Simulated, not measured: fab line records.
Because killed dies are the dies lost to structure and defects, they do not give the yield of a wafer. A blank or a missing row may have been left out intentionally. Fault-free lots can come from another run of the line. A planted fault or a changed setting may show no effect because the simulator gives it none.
Which tool was responsible? :: flow n5-finfet :: 33 wafers from 11 lots sampled at 3 of the route's 1938 steps

== WHAT THE GAUGES READ, wafer by wafer ==
N5_BEOL_M3_RS_MEAS_58: uses a four-point probe to measure.
lot: L074
measured: day 8 02:43
on: film-metro-02
M3_RS (ohm/sq): 0.64 0.67 0.66

lot: L077
measured: day 8 19:59
on: film-metro-02
M3_RS (ohm/sq): 0.73 0.68 0.65

lot: L079
measured: day 9 08:25
on: film-metro-01
M3_RS (ohm/sq): 0.73 0.69 0.67

lot: L080
measured: day 9 15:34
on: film-metro-01
M3_RS (ohm/sq): 0.66 0.69 0.68

lot: L084
measured: day 10 10:00
on: film-metro-02
M3_RS (ohm/sq): 0.68 0.67 0.65

lot: L085
measured: day 10 18:55
on: film-metro-02
M3_RS (ohm/sq): 0.64 0.69 0.68

lot: L088
measured: day 11 15:45
on: film-metro-01
M3_RS (ohm/sq): 0.66 0.67 0.66

lot: L091
measured: day 12 07:14
on: film-metro-01
M3_RS (ohm/sq): 0.68 0.67 0.61

lot: L090
measured: day 12 20:24
on: film-metro-02
M3_RS (ohm/sq): 0.75 0.69 0.69

lot: L094
measured: day 13 14:24
on: film-metro-01
M3_RS (ohm/sq): 0.71 0.66 0.68

lot: L096
measured: day 14 07:17
on: film-metro-01
M3_RS (ohm/sq): 0.70 0.72 0.67

== EACH LOT AND THE TOOL THAT RAN IT (in order: tool; ch and the chambers of the sampled wafers; start) ==
lot: L074
N5_BEOL_M3_TRENCH_ETCH_37: rie-diel-03 ch 2,3, day 8 00:47 or earlier
N5_BEOL_M3_SPUTTER_88: pvd-sputter-02, day 8 00:47

lot: L077
N5_BEOL_M3_TRENCH_ETCH_37: rie-diel-02 ch 2,3, day 8 13:21 or earlier
N5_BEOL_M3_SPUTTER_88: pvd-sputter-02, day 8 13:21

lot: L079
N5_BEOL_M3_TRENCH_ETCH_37: rie-diel-02 ch 1,2,3, day 9 04:17 or earlier
N5_BEOL_M3_SPUTTER_88: pvd-sputter-02, day 9 04:17

lot: L080
N5_BEOL_M3_TRENCH_ETCH_37: rie-diel-02 ch 1,3, day 9 12:28 or earlier
N5_BEOL_M3_SPUTTER_88: pvd-sputter-03, day 9 12:28

lot: L084
N5_BEOL_M3_TRENCH_ETCH_37: rie-diel-02 ch 0,3, day 10 00:22 or earlier
N5_BEOL_M3_SPUTTER_88: pvd-sputter-03, day 10 00:22

lot: L085
N5_BEOL_M3_TRENCH_ETCH_37: rie-diel-01 ch 0,1,3, day 10 14:36 or earlier
N5_BEOL_M3_SPUTTER_88: pvd-sputter-01, day 10 14:36

lot: L088
N5_BEOL_M3_TRENCH_ETCH_37: rie-diel-02 ch 0,2,3, day 11 13:33 or earlier
N5_BEOL_M3_SPUTTER_88: pvd-sputter-02, day 11 13:33

lot: L091
N5_BEOL_M3_TRENCH_ETCH_37: rie-diel-01 ch 1,3, day 12 05:17 or earlier
N5_BEOL_M3_SPUTTER_88: pvd-sputter-01, day 12 05:17

lot: L090
N5_BEOL_M3_TRENCH_ETCH_37: rie-diel-02 ch 0,1,2, day 12 18:28 or earlier
N5_BEOL_M3_SPUTTER_88: pvd-sputter-03, day 12 18:28

lot: L094
N5_BEOL_M3_TRENCH_ETCH_37: rie-diel-03 ch 0,1,2, day 13 12:26 or earlier
N5_BEOL_M3_SPUTTER_88: pvd-sputter-01, day 13 12:26

lot: L096
N5_BEOL_M3_TRENCH_ETCH_37: rie-diel-01 ch 0,1,2, day 14 05:22 or earlier
N5_BEOL_M3_SPUTTER_88: pvd-sputter-03, day 14 05:22
- N5_BEOL_M3_TRENCH_ETCH_37: etches SiOC in C4F6/O2, target depth 55.555 nm, time 29.2 s.
- N5_BEOL_M3_SPUTTER_88: material Cu, target thk 4.5 nm, time 8.29 s.

== THE ANSWER, worked out from the rows above alone ==
Rule: usual is defined by the lots themselves. Put in order of their means at a reading, lots are off if they are a third of the lots or fewer, leave a main group of 4 or more, and stand apart from it by a gap of 3 or more times the standard deviation of the main group's means; of several such gaps the widest counts. The tables above print the reading to a certain number of digits; a main group whose means all agree to those digits is not used. A lot without any number at a reading at which 4 lots or more have one is off too. All remaining lots with rows at the step are treated as sound.
No lot is off on any of the readings shown, so nothing can be concluded from this.

== WHAT THE SIMULATOR HAD INSERTED ==
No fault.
